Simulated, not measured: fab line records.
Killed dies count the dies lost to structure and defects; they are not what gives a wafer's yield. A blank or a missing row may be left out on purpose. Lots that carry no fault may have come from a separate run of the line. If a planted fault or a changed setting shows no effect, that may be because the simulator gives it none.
Chamber matching / flow n5_finfet / 3 sister chambers for N5_BEOL_M3_PRE_CLEAN_60 on cvd_co-02
The step time 15 s. 6 wafers are shown with their chamber, then 11 later ones without.

== WAFERS WITH THEIR CHAMBER ==
wafer=L080.6; chamber=2; heater_power_w (W)=84
wafer=L085.6; chamber=1; heater_power_w (W)=53
wafer=L086.1; chamber=0; heater_power_w (W)=90
wafer=L086.3; chamber=1; heater_power_w (W)=52
wafer=L086.4; chamber=0; heater_power_w (W)=91
wafer=L087.3; chamber=2; heater_power_w (W)=84

== WAFERS WITHOUT THEIR CHAMBER ==
wafer=L087.4; heater_power_w (W)=51
wafer=L087.6; heater_power_w (W)=85
wafer=L090.3; heater_power_w (W)=52
wafer=L090.5; heater_power_w (W)=87
wafer=L090.6; heater_power_w (W)=83
wafer=L091.1; heater_power_w (W)=89
wafer=L091.4; heater_power_w (W)=53
wafer=L091.5; heater_power_w (W)=84
wafer=L095.1; heater_power_w (W)=91
wafer=L095.5; heater_power_w (W)=84
wafer=L095.6; heater_power_w (W)=89

== WHICH CHAMBER EACH WENT THROUGH ==
wafer=L087.4; from the rows above=1; in truth=1
wafer=L087.6; from the rows above=2; in truth=2
wafer=L090.3; from the rows above=1; in truth=1
wafer=L090.5; from the rows above=can't be placed: 2 or 0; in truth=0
wafer=L090.6; from the rows above=2; in truth=2
wafer=L091.1; from the rows above=0; in truth=0
wafer=L091.4; from the rows above=1; in truth=1
wafer=L091.5; from the rows above=2; in truth=2
wafer=L095.1; from the rows above=0; in truth=0
wafer=L095.5; from the rows above=2; in truth=2
wafer=L095.6; from the rows above=0; in truth=0
Correct placement for 10 of the 11. Unplaceable from these rows: 1, with the true chamber sitting among the candidates in 1. 0 placed wrongly.
How it was worked out, from the rows above alone: a wafer's distance from a chamber is the root of the sum, over the readings, of the square of ((its reading less the chamber's mean) divided by the reading's scatter). The wafer belongs to the nearest chamber; if the next one is less than 2 further off, it can't be placed. The mean given for a chamber averages the wafers shown for that chamber. The scatter: the root of (the sum of the squares of (reading less its chamber's mean) over the shown wafers, divided by (wafers less chambers)).
